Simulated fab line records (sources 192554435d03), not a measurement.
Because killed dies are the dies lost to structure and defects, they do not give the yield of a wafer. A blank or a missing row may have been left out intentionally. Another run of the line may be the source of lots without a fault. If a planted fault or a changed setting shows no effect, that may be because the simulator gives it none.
fab line records	flow n5Finfet
record lots=9	wafers=27	lastDay=17
route steps=1938 shown BEOL_M1@828 BEOL_M2@841 BEOL_M4@1111 PASSIVATION@1936
lots that met no fault: from a run of the same line without faults
startH: start of the lot's first displayed wafer, in hours after the record's first day	waitH: time in hours since the lot's previous step	" as in the row above	L1.1+2: a row that stands for several wafers	- no value present, or no start provided	* or withheld: withheld	< > ~ a bound
route shown NAME@n: NAME is a module with steps in the file, n the number in the route of the first one	usual: mean/standard deviation taken from wafers without a fault	same: alike in all rows	chamber/n: place in a boat	sites: each site's reading	_std_site: the values' standard deviation	_edge_site: outer sites' mean less inner sites'	radiusMm: how far each site lies from the wafer's centre	mask NAME#n: copy n	behind: tool/chamber where the wafer was last shaped	hold: why the lot went on hold/how many hours it stayed there/how the hold came to an end	device: transistor that didn't switch, given as n, p or np	end of line: the route-end tests of the same wafers	for a step that has no rows: nothing shown but its recipe	killed: not the wafer's yield, but the dies lost to structure and defects at the first sort	map: a wafer's dies, x killed, . not, _ none there
set.NAME: the setting as run; set.NAME@STEP: as run at that earlier step	model.NAME: the simulator's own value behind a step, which no gauge read
the route's steps for a sample of lots (tables are steps, rows are wafers)
services: when a tool's chamber went out of use (startH, in hours from the record's first day, below 0 if earlier), for how many hours, and the reason
## steps
# step N5_BEOL_M1_SPUTTER_94
# recipe material=Cu	targetThkA=45	tempC=-20	chamberPressurePa=0.07	powerW=withheld	timeS=8.29
# usual chamberPressurePa=0.06998/0.00015	susceptorTempC=-19.99/0.11	throttleValvePct=29.8/1.1
lot.wafer	tool	chamber	startH	waitH	chamberPressurePa	susceptorTempC	throttleValvePct
L487.1	pvdSputter-01	-	143.56	0.1	0.06987	-19.88	28.1
L487.4	"	-	"	"	0.07014	-19.97	30.3
L487.5	"	-	"	"	0.06979	-20.03	28.4
L494.3	pvdSputter-01	-	182.61	0.1	0.07017	-20.06	28.0
L494.5	"	-	"	"	0.07022	-19.73	30.0
L494.6	"	-	"	"	0.06984	-19.94	30.5
L496.2	pvdSputter-01	-	194.11	0.1	0.0702	-20.06	28.1
L496.3	"	-	"	"	0.0701	-20.08	31.5
L496.5	"	-	"	"	0.06991	-20.13	32.0
L500.4	pvdSputter-01	-	212.47	0.1	0.07001	-20.03	31.5
L500.5	"	-	"	"	0.0702	-19.87	30.3
L500.6	"	-	"	"	0.06994	-19.94	30.2
L503.2	pvdSputter-03	-	236.38	0.1	0.07	-19.98	29.6
L503.4	"	-	"	"	0.07004	-20.06	29.2
L503.6	"	-	"	"	0.06992	-19.85	30.0
L504.1	pvdSputter-01	-	237.77	0.1	0.06989	-20.08	28.1
L504.2	"	-	"	"	0.06998	-19.78	31.9
L504.3	"	-	"	"	0.07021	-19.80	30.3
L505.2	pvdSputter-01	-	240.96	0.1	0.06995	-20.07	30.5
L505.4	"	-	"	"	0.06997	-19.99	31.8
L505.5	"	-	"	"	0.07006	-19.95	28.3
L507.2	pvdSputter-02	-	253.23	0.1	0.07007	-19.97	30.3
L507.5	"	-	"	"	0.06974	-19.90	29.3
L507.6	"	-	"	"	0.06986	-20.01	29.9
L508.2	pvdSputter-03	-	265.79	0.1	0.06987	-20.08	30.1
L508.4	"	-	"	"	0.07016	-20.18	29.0
L508.5	"	-	"	"	0.0697	-19.97	29.5
# step N5_BEOL_M1_ANNEAL_95
# recipe tempC=400	timeS=240	ambient=vacuum
# usual heaterPowerW=817/84	susceptorTempC=400.01/0.21
lot.wafer	tool	chamber	startH	waitH	heaterPowerW	susceptorTempC
L487.1	pvdSputter-01	-	143.64	0.0	890	400.26
L487.4	"	-	"	"	867	400.46
L487.5	"	-	"	"	857	400.18
L494.3	pvdSputter-01	-	182.69	0.0	877	399.91
L494.5	"	-	"	"	861	400.43
L494.6	"	-	"	"	873	399.70
L496.2	pvdSputter-01	-	194.19	0.0	864	399.96
L496.3	"	-	"	"	830	399.54
L496.5	"	-	"	"	872	399.74
L500.4	pvdSputter-01	-	212.55	0.0	863	399.79
L500.5	"	-	"	"	874	399.87
L500.6	"	-	"	"	868	400.27
L503.2	pvdSputter-03	-	236.46	0.0	797	400.26
L503.4	"	-	"	"	904	400.10
L503.6	"	-	"	"	812	399.73
L504.1	pvdSputter-01	-	237.85	0.0	888	400.06
L504.2	"	-	"	"	880	399.81
L504.3	"	-	"	"	883	399.88
L505.2	pvdSputter-01	-	241.04	0.0	862	400.26
L505.4	"	-	"	"	863	400.38
L505.5	"	-	"	"	885	399.66
L507.2	pvdSputter-02	-	253.31	0.0	625	400.15
L507.5	"	-	"	"	851	399.69
L507.6	"	-	"	"	650	400.05
L508.2	pvdSputter-03	-	265.87	0.0	784	399.89
L508.4	"	-	"	"	904	399.80
L508.5	"	-	"	"	795	400.12
# step N5_BEOL_M2_ILD_DEP_00
# recipe material=SiOC	targetThkA=790	tempC=350	precursor=DEMS/O2	pressureTorr=5	rfW=500	timeS=15.3
# usual heaterPowerW=443/63	showerheadPlenumPTorr=5.694/0.022	showerheadVppV=1336/77	susceptorTempC=350.00/0.19	throttleValvePct=12.0/1.2
lot.wafer	tool	chamber	startH	waitH	heaterPowerW	showerheadPlenumPTorr	showerheadVppV	susceptorTempC	throttleValvePct
L487.1	pecvd-02	1	144.93	0.0	355	5.727	1351	350.01	13.5
L487.4	"	1	"	"	359	5.723	1327	349.98	13.7
L487.5	"	0	"	"	450	5.701	1346	349.87	11.0
L494.3	pecvd-01	0	185.11	0.0	479	5.723	1251	349.99	11.4
L494.5	"	0	"	"	490	5.726	1238	350.07	11.9
L494.6	"	1	"	"	490	5.710	1374	350.37	12.8
L496.2	pecvd-02	0	195.51	0.0	432	5.692	1393	350.13	11.2
L496.3	"	1	"	"	373	5.710	1325	349.92	13.6
L496.5	"	1	"	"	389	5.731	1316	350.03	13.6
L500.4	pecvd-02	1	213.85	0.1	398	5.723	1364	349.78	13.4
L500.5	"	2	"	"	445	5.667	1208	349.90	11.1
L500.6	"	0	"	"	418	5.701	1387	350.08	11.2
L503.2	pecvd-03	0	237.72	0.0	383	5.715	1464	350.08	13.6
L503.4	"	0	"	"	390	5.724	1417	349.83	13.5
L503.6	"	2	"	"	464	5.677	1240	349.79	11.2
L504.1	pecvd-01	2	239.16	0.0	526	5.665	1377	349.93	10.7
L504.2	"	0	"	"	448	5.725	1258	350.06	11.5
L504.3	"	1	"	"	549	5.709	1367	349.64	12.8
L505.2	pecvd-03	2	243.88	0.0	467	5.680	1264	350.19	11.3
L505.4	"	1	"	"	482	5.677	1353	350.10	11.0
L505.5	"	0	"	"	385	5.712	1446	350.12	13.9
L507.2	pecvd-03	2	254.57	0.0	452	5.691	1271	349.87	11.0
L507.5	"	0	"	"	370	5.702	1447	350.02	13.5
L507.6	"	2	"	"	456	5.670	1232	350.16	11.1
L508.2	pecvd-03	2	267.12	0.0	392	5.671	1257	350.35	11.2
L508.4	"	2	"	"	390	5.680	1241	350.04	11.1
L508.5	"	1	"	"	477	5.665	1347	350.10	10.9
# step N5_BEOL_M2_THK_MEAS_01
# recipe reads=SiOC_of_BEOL_M2_ILD_DEP_00
# usual M2_ILD_THK=79.1/1.3
lot.wafer	tool	chamber	startH	waitH	M2_ILD_THK[nm]
L487.1	filmMetro-01	-	145.00	0.0	78.7
L487.4	"	-	"	"	79.9
L487.5	"	-	"	"	79.4
L494.3	filmMetro-01	-	185.18	0.1	77.9
L494.5	"	-	"	"	80.0
L494.6	"	-	"	"	80.5
L496.2	filmMetro-02	-	195.58	0.1	80.2
L496.3	"	-	"	"	81.8
L496.5	"	-	"	"	82.2
L500.4	filmMetro-01	-	213.90	0.0	95.0
L500.5	"	-	"	"	94.6
L500.6	"	-	"	"	95.6
L503.2	filmMetro-02	-	237.78	0.1	77.8
L503.4	"	-	"	"	77.3
L503.6	"	-	"	"	80.3
L504.1	filmMetro-01	-	239.23	0.0	78.7
L504.2	"	-	"	"	79.1
L504.3	"	-	"	"	79.6
L505.2	filmMetro-02	-	243.94	0.1	78.5
L505.4	"	-	"	"	79.5
L505.5	"	-	"	"	78.3
L507.2	filmMetro-01	-	254.65	0.1	79.5
L507.5	"	-	"	"	77.9
L507.6	"	-	"	"	81.1
L508.2	filmMetro-01	-	267.19	0.1	79.0
L508.4	"	-	"	"	78.6
L508.5	"	-	"	"	79.4
# step N5_BEOL_M2_PECVD_72
# recipe material=SiO2	targetThkA=160	tempC=400	precursor=TEOS/O2	pressureTorr=5.5	rfW=450	teosFlowSccm=53.8	gas=O2	flowSccm=3000	timeS=18
# usual heaterPowerW=687/94	showerheadPlenumPTorr=8.80/0.1	showerheadVppV=1261/68	susceptorTempC=400.03/0.21	throttleValvePct=22.8/2
lot.wafer	tool	chamber	startH	waitH	heaterPowerW	showerheadPlenumPTorr	showerheadVppV	susceptorTempC	throttleValvePct
L487.1	pecvd-01	2	145.04	0.0	753	8.67	1298	400.16	25.0
L487.4	"	2	"	"	748	8.68	1314	400.02	25.1
L487.5	"	0	"	"	685	8.94	1176	400.27	21.7
L494.3	pecvd-02	1	185.21	0.0	572	8.91	1263	400.46	25.5
L494.5	"	2	"	"	680	8.69	1142	400.23	20.8
L494.6	"	1	"	"	564	8.91	1264	400.09	25.5
L496.2	pecvd-03	0	195.61	0.0	592	8.86	1371	400.15	25.7
L496.3	"	1	"	"	698	8.66	1290	399.74	20.3
L496.5	"	2	"	"	656	8.71	1163	400.20	20.6
L500.4	pecvd-01	0	213.95	0.1	711	8.92	1172	399.79	22.0
L500.5	"	1	"	"	820	8.84	1284	400.05	24.3
L500.6	"	0	"	"	717	8.95	1175	399.74	21.9
L503.2	pecvd-01	2	237.82	0.0	739	8.65	1305	399.87	20.0
L503.4	"	1	"	"	841	8.83	1316	399.59	24.3
L503.6	"	2	"	"	740	8.67	1289	399.79	20.3
L504.1	pecvd-03	2	239.26	0.0	674	8.70	1185	400.10	21.0
L504.2	"	0	"	"	522	8.88	1366	400.07	25.7
L504.3	"	1	"	"	684	8.63	1286	400.25	20.4
L505.2	pecvd-02	2	243.98	0.0	621	8.68	1137	400.21	20.9
L505.4	"	1	"	"	636	8.89	1273	400.08	25.8
L505.5	"	0	"	"	649	8.79	1316	399.68	20.9
L507.2	pecvd-01	2	254.69	0.0	705	8.63	1313	399.98	20.4
L507.5	"	2	"	"	714	8.66	1293	400.07	20.7
L507.6	"	1	"	"	700	8.84	1300	400.04	24.0
L508.2	pecvd-02	1	267.23	0.0	544	8.92	1266	400.15	25.6
L508.4	"	1	"	"	536	8.90	1256	399.85	25.5
L508.5	"	2	"	"	783	8.70	1146	400.05	20.9
# step N5_BEOL_M4_RC_MEAS_101
# usual DIBL_N=37.3/2.3	DIBL_P=37.4/2.9	IOFF_N=0.18/0.045	IOFF_P=0.25/0.054	ION_N=679/15	ION_P=468/9.7	SS_N=71.8/0.62	SS_P=73.6/0.76	VT_N=248/4.1	VT_P=-248/3.6
lot.wafer	tool	chamber	startH	waitH	DIBL_N[mV/V]	DIBL_P[mV/V]	IOFF_N[nA/um]	IOFF_P[nA/um]	ION_N[uA/um]	ION_P[uA/um]	SS_N[mV/dec]	SS_P[mV/dec]	VT_N[mV]	VT_P[mV]
L487.1	prober-01	0	182.56	0.0	36.8	37.7	0.16	0.26	687	483	72.0	74.3	247	-246
L487.4	"	0	"	"	36.2	35.5	0.14	0.24	669	466	71.4	73.4	251	-245
L487.5	"	0	"	"	37.5	37.9	0.17	0.28	689	482	71.9	73.8	246	-246
L494.3	prober-02	0	216.15	0.3	40.4	39.5	0.25	0.31	708	483	72.6	74.4	242	-243
L494.5	"	0	"	"	38.3	36.6	0.18	0.26	667	464	71.1	73.6	246	-245
L494.6	"	0	"	"	38.9	38.0	0.20	0.27	701	481	72.2	73.5	245	-245
L496.2	prober-01	0	235.89	0.2	36.9	38.9	0.18	0.25	673	462	72.5	73.3	247	-249
L496.3	"	0	"	"	32.6	32.7	0.11	0.16	675	461	70.8	72.4	258	-254
L496.5	"	0	"	"	36.2	38.4	0.19	0.25	692	472	72.3	73.1	246	-246
L500.4	prober-01	0	242.36	0.5	38.6	39.5	0.19	0.26	668	457	72.1	74.2	248	-251
L500.5	"	0	"	"	37.7	38.2	0.17	0.25	683	469	72.4	73.5	248	-251
L500.6	"	0	"	"	35.2	35.6	0.12	0.21	647	448	72.0	74.0	253	-252
L503.2	prober-01	0	270.82	0.2	38.4	39.6	0.22	0.29	672	459	73.0	74.3	248	-246
L503.4	"	0	"	"	36.5	37.6	0.18	0.25	695	473	71.3	74.1	248	-246
L503.6	"	0	"	"	37.4	38.9	0.21	0.28	703	474	71.7	74.2	245	-244
L504.1	prober-01	0	274.23	0.0	38.1	38.7	0.18	0.23	679	459	72.0	73.5	246	-250
L504.2	"	0	"	"	39.1	39.5	0.20	0.24	674	458	71.9	73.8	246	-250
L504.3	"	0	"	"	36.4	35.6	0.16	0.19	685	465	71.9	73.0	249	-252
L505.2	prober-02	0	274.66	0.2	39.6	38.4	0.19	0.25	683	464	71.9	74.1	248	-251
L505.4	"	0	"	"	41.1	40.5	0.23	0.32	682	467	73.4	74.8	246	-244
L505.5	"	0	"	"	36.8	33.9	0.14	0.17	653	449	71.7	72.3	255	-253
L507.2	prober-02	0	295.89	0.2	40.7	41.8	0.23	0.30	679	467	72.8	73.9	244	-248
L507.5	"	0	"	"	35.8	35.6	0.14	0.20	662	462	71.7	73.1	252	-252
L507.6	"	0	"	"	39.5	41.2	0.22	0.28	677	464	73.2	74.6	246	-249
L508.2	prober-01	0	300.67	0.2	38.2	37.6	0.17	0.22	663	455	72.4	73.6	254	-252
L508.4	"	0	"	"	38.9	41.0	0.22	0.31	688	470	72.6	74.6	244	-246
L508.5	"	0	"	"	34.8	34.9	0.12	0.19	654	460	71.5	73.9	257	-251
# step N5_PASSIVATION_PROBE_49
# usual defectLimitedYield=91.3/1.5	killed_at_M0_to_M3=35/8.7	killed_at_M4_up=14/5.5	killedAtContacts=11/5.6	killedAtFrontEnd=39/13	killedAtOther=3.7/2.2	killedDies=103/18	killedOpen=69/14	killedShort=33/7.8	sort_bin_5_function=5.1/0.99	sort_bin_6_memory=3.3/0.67	sort_bin_8_speed=0.02/0.17	sortNPass=1077/18	sortYieldPct=91.2/1.5
# same grossDies=1180	killedAtBackSide=0	sort_bin_4_leakage[%]=0
lot.wafer	tool	chamber	startH	waitH	defectLimitedYield[%]	killed_at_M0_to_M3	killed_at_M4_up	killedAtContacts	killedAtFrontEnd	killedAtOther	killedDies	killedOpen	killedShort	sort_bin_5_function[%]	sort_bin_6_memory[%]	sort_bin_8_speed[%]	sortNPass	sortYieldPct[%]
L487.1	prober-02	-	286.73	0.0	90.6	40	7	13	46	5	111	76	33	5.1	3.7	0	1069	90.6
L487.4	prober-02	-	286.88	0.2	90.6	37	16	10	43	5	111	73	37	5.3	3.8	0	1069	90.6
L487.5	prober-02	-	286.93	0.2	90.4	14	5	27	63	4	113	73	38	5.6	3.7	0	1067	90.4
L494.3	prober-01	-	312.96	0.1	91.1	28	26	25	21	5	105	70	35	5.6	3.1	0	1075	91.1
L500.4	prober-02	-	350.93	0.2	91.0	39	11	5	49	2	106	67	39	5.7	3.1	0	1074	91.0
L500.5	prober-02	-	350.98	0.2	91.9	33	5	13	42	2	95	67	27	5.2	2.4	0	1085	91.9
L500.6	prober-02	-	351.03	0.3	89.7	44	6	13	57	2	122	86	35	6.4	3.6	0	1058	89.7
L496.2	prober-01	-	352.43	0.1	91.0	43	17	2	40	4	106	65	40	4.7	3.8	0	1074	91.0
L496.3	prober-01	-	352.48	0.1	91.5	32	21	9	33	5	100	60	39	4.8	3.1	0	1080	91.5
L496.5	prober-01	-	352.58	0.2	92.5	34	13	6	32	4	89	56	33	4.7	2.7	0	1091	92.5
L505.2	prober-02	-	381.77	0.1	92.5	35	8	11	32	3	89	64	25	4.5	3.0	0	1091	92.5
L505.4	prober-02	-	381.87	0.2	90.7	38	13	4	47	8	110	86	23	5.6	3.6	0	1070	90.7
L505.5	prober-02	-	381.92	0.2	90.3	36	9	15	51	3	114	80	32	5.5	3.6	0.08	1065	90.3
# killed by level:class
L487.1 STI_FIN_REVEAL:geometricParticle:open=20 MOL_CONTACT_COAG:geometricParticle:open=12 BEOL_M0_SAQP:geometricParticle:short=10 FIN_SAQP:geometricParticle:short=7 BEOL_M1:geometricParticle:open=7 BEOL_M2:geometricParticle:open=7 FIN_SAQP:geometricParticle:open=5 BEOL_M3:geometricParticle:open=5
L487.4 BEOL_M2:geometricParticle:open=13 FIN_SAQP:geometricParticle:open=11 MOL_CONTACT_COAG:geometricParticle:open=10 BEOL_M0_SAQP:geometricParticle:open=9 BEOL_M4:geometricParticle:open=8 FIN_SAQP:geometricParticle:short=7 STI_FIN_REVEAL:geometricParticle:open=7 DUMMY_GATE:geometricParticle:open=5
L487.5 MOL_CONTACT_COAG:geometricParticle:open=20 STI_FIN_REVEAL:geometricParticle:open=16 FIN_SAQP:geometricParticle:short=13 FIN_SAQP:geometricParticle:open=11 MOL_CONTACT_COAG:geometricParticle:short=7 DUMMY_GATE:geometricParticle:open=6 GATE_CUT:geometricParticle:short=3 BEOL_M0_SAQP:geometricParticle:open=3
L494.3 MOL_CONTACT_COAG:geometricParticle:open=19 GATE_CUT:geometricParticle:short=8 BEOL_M1:geometricParticle:open=8 BEOL_M4:geometricParticle:open=8 MOL_CONTACT_COAG:geometricParticle:short=6 BEOL_M0_SAQP:geometricParticle:open=6 BEOL_M0_SAQP:geometricParticle:short=5 BEOL_M7:geometricParticle:open=5
L500.4 FIN_SAQP:geometricParticle:short=12 STI_FIN_REVEAL:geometricParticle:open=12 BEOL_M3:geometricParticle:open=9 FIN_SAQP:geometricParticle:open=8 BEOL_M0_SAQP:geometricParticle:short=8 BEOL_M0_SAQP:geometricParticle:open=8 BEOL_M2:geometricParticle:open=6 STI_FIN_REVEAL:geometricParticle:short=4
L500.5 FIN_SAQP:geometricParticle:open=10 STI_FIN_REVEAL:geometricParticle:open=10 MOL_CONTACT_COAG:geometricParticle:open=10 BEOL_M0_SAQP:geometricParticle:short=9 BEOL_M0_SAQP:geometricParticle:open=6 STI_FIN_REVEAL:geometricParticle:short=5 BEOL_M1:geometricParticle:open=5 BEOL_M2:geometricParticle:open=4
L500.6 STI_FIN_REVEAL:geometricParticle:open=21 BEOL_M2:geometricParticle:open=16 MOL_CONTACT_COAG:geometricParticle:open=12 BEOL_M0_SAQP:geometricParticle:short=11 DUMMY_GATE:geometricParticle:open=7 ILD0:geometricParticle:open=6 BEOL_M0_SAQP:geometricParticle:open=6 FIN_SAQP:geometricParticle:open=5
L496.2 BEOL_M0_SAQP:geometricParticle:short=14 BEOL_M0_SAQP:geometricParticle:open=11 FIN_SAQP:geometricParticle:open=8 STI_FIN_REVEAL:geometricParticle:open=8 ILD0:geometricParticle:short=7 BEOL_M2:geometricParticle:open=6 DUMMY_GATE:geometricParticle:open=4 ILD0:geometricParticle:open=4
L496.3 BEOL_M0_SAQP:geometricParticle:short=11 STI_FIN_REVEAL:geometricParticle:open=8 MOL_CONTACT_COAG:geometricParticle:open=7 GATE_CUT:geometricParticle:short=6 BEOL_M0_SAQP:geometricParticle:open=6 BEOL_M6:geometricParticle:open=5 BEOL_M3:geometricParticle:open=5 FIN_SAQP:geometricParticle:open=4
L496.5 BEOL_M0_SAQP:geometricParticle:open=14 BEOL_M0_SAQP:geometricParticle:short=9 BEOL_M4:geometricParticle:open=7 STI_FIN_REVEAL:geometricParticle:open=6 MOL_CONTACT_COAG:geometricParticle:open=6 GATE_CUT:geometricParticle:short=6 BEOL_M3:geometricParticle:open=5 FIN_SAQP:geometricParticle:short=4
L505.2 BEOL_M2:geometricParticle:open=11 MOL_CONTACT_COAG:geometricParticle:open=9 BEOL_M3:geometricParticle:open=8 GATE_CUT:geometricParticle:open=6 STI_FIN_REVEAL:geometricParticle:open=4 DUMMY_GATE:geometricParticle:open=4 BEOL_M0_SAQP:geometricParticle:short=4 BEOL_M5:geometricParticle:open=3
L505.4 BEOL_M3:geometricParticle:open=18 STI_FIN_REVEAL:geometricParticle:open=11 FIN_SAQP:geometricParticle:open=9 DUMMY_GATE:geometricParticle:open=6 BEOL_M1:geometricParticle:open=6 BEOL_M2:geometricParticle:open=5 PAD_METAL:geometricParticle:open=4 ILD0:geometricParticle:short=4
L505.5 BEOL_M0_SAQP:geometricParticle:open=13 MOL_CONTACT_COAG:geometricParticle:open=12 STI_FIN_REVEAL:geometricParticle:open=9 FIN_SAQP:geometricParticle:open=8 ILD0:geometricParticle:short=7 BEOL_M2:geometricParticle:open=7 BEOL_M0_SAQP:geometricParticle:short=5 BEOL_M1:geometricParticle:open=5
## services
tool	chamber	startH	hours	kind
pecvd-02	-	156.71	0.9	repair
pvdSputter-01	-	166.67	1.7	repair
pecvd-03	-	174.60	0.8	pm
pecvd-03	-	182.50	5.7	repair
pecvd-01	0	193.17	7.0	repair
pecvd-01	2	202.38	-	clean
pecvd-01	2	202.38	-	consumableReplace:showerhead
pecvd-01	2	202.38	29.0	scheduledDown
pecvd-01	2	202.38	29.0	ventCycle
pecvd-03	2	209.27	11.5	repair
pecvd-03	1	212.26	4.4	repair
pecvd-03	1	244.59	14.5	repair
## key
firstSign step=N5_BEOL_M2_THK_MEAS_01	reading=M2_ILD_THK	direction=up	sigmas=12	usual=79.1	struck=95.0
effect none on later readings
metAt N5_BEOL_M2_ILD_DEP_00
struckLots L500
notActingAt N5_BEOL_M1_SPUTTER_94,N5_BEOL_M1_ANNEAL_95,N5_BEOL_M2_PECVD_72
onsetBetween 195.51 213.85
fault kind=processParameterDrift	tool=pecvd-02	chamber=-	onsetH=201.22	steps=N5_BEOL_M2_ILD_DEP_00	channel=targetThkA	offset=*	shape=step	actsIn=*	stated=*
